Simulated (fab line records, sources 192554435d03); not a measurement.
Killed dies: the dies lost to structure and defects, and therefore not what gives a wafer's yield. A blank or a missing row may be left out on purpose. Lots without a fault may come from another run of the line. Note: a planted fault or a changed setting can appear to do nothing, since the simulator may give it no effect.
Which tool did it? ; flow n5Finfet ; 9 lots with 27 wafers sampled at 4 steps, on a route of 1938 steps

## WHAT EACH GAUGE READ, for each wafer
N5_BEOL_M0_RS_MEAS_126: a four-point-probe measurement.
lot;measured;on;M0_RS (ohm/sq)
L944;day 5 22:26;filmMetro-01;0.544 0.519 0.541
L951;day 8 04:16;filmMetro-01;0.504 0.519 0.545
L952;day 8 05:43;filmMetro-01;0.553 0.515 0.546
L953;day 8 04:24;filmMetro-02;0.533 0.544 0.545
L954;day 8 18:56;filmMetro-01;0.545 0.502 0.509
L956;day 9 00:42;filmMetro-01;0.533 0.518 0.536
L957;day 9 04:28;filmMetro-01;0.509 0.514 0.502
L960;day 10 01:16;filmMetro-01;0.545 1.967 0.513
L965;day 11 10:26;filmMetro-01;0.545 0.530 0.540

## TOOL THAT RAN EACH LOT (tool first, then ch and the chambers of the sampled wafers, then the start)
lot;N5_BEOL_M0_SAQP_ILD_DEP_01;N5_BEOL_M0_ANNEAL_119;N5_BEOL_M0_CO_CAP_123
L944;pecvd-01 ch 1,2, day 5 10:00;rtpAnneal-01 ch 0, day 5 21:35;cvdCo-01 ch 0,2, day 5 22:13
L951;pecvd-04 ch 1,2, day 7 10:44;rtpAnneal-02 ch 0, day 8 03:25;cvdCo-02 ch 0,1,2, day 8 04:05
L952;pecvd-04 ch 1,2, day 7 13:44;rtpAnneal-01 ch 0, day 8 04:55;cvdCo-02 ch 0,1,2, day 8 05:32
L953;pecvd-01 ch 0,1,2, day 7 17:07;rtpAnneal-01 ch 0, day 8 03:35;cvdCo-01 ch 0,1,2, day 8 04:13
L954;pecvd-03 ch 0,1,2, day 7 21:01;rtpAnneal-02 ch 0, day 8 18:07;cvdCo-02 ch 1,2, day 8 18:45
L956;pecvd-01 ch 0,1,2, day 8 09:06;rtpAnneal-01 ch 0, day 8 23:11;cvdCo-02 ch 0,1, day 9 00:31
L957;pecvd-01 ch 1,2, day 8 14:43;rtpAnneal-01 ch 0, day 9 03:23;cvdCo-01 ch 0,1, day 9 04:15
L960;pecvd-01 ch 1,2, day 9 04:38;rtpAnneal-01 ch 0, day 10 00:24;cvdCo-01 ch 0,1,2, day 10 01:05
L965;pecvd-04 ch 0,1,2, day 10 17:40;rtpAnneal-02 ch 0, day 11 09:36;cvdCo-02 ch 0,1, day 11 10:14
- N5_BEOL_M0_SAQP_ILD_DEP_01: deposits SiOC from DEMS/O2, target thk 45.419 nm, time 8.7 s.
- N5_BEOL_M0_ANNEAL_119: time 90 s.
- N5_BEOL_M0_CO_CAP_123: material Co, precursor CCTBA/H2, target thk 2 nm, time 102.1 s.

## THE ANSWER, worked out from the rows above alone
Rule: usual is defined by the lots themselves. The widest of any qualifying gaps counts: lots, ordered by their means at a reading, are off when they make up no more than a third of the lots, leave a main group of 4 or more, and stand apart from it by 3 or more times the standard deviation of that group's means. If all means in a main group match to the digits the tables above print for the reading, that group is not used. Also off: a lot with no number at a reading for which 4 or more lots have one. All remaining lots with rows at the step are treated as sound.
Off: L960, seen at N5_BEOL_M0_RS_MEAS_126 (M0_RS). Mean 0.529 ohm/sq and standard deviation 0.011 in the main group.
If a tool, at a process step before that reading, ran all the lots that are off and no sound lot after the first of them, it fits. The gauges at N5_BEOL_M0_RS_MEAS_126 are tried like those tools. Can't be told from this: 3 tools fit, pecvd-01 at N5_BEOL_M0_SAQP_ILD_DEP_01, rtpAnneal-01 at N5_BEOL_M0_ANNEAL_119, cvdCo-01 at N5_BEOL_M0_CO_CAP_123.

## WHAT HAD BEEN PUT IN BY THE SIMULATOR
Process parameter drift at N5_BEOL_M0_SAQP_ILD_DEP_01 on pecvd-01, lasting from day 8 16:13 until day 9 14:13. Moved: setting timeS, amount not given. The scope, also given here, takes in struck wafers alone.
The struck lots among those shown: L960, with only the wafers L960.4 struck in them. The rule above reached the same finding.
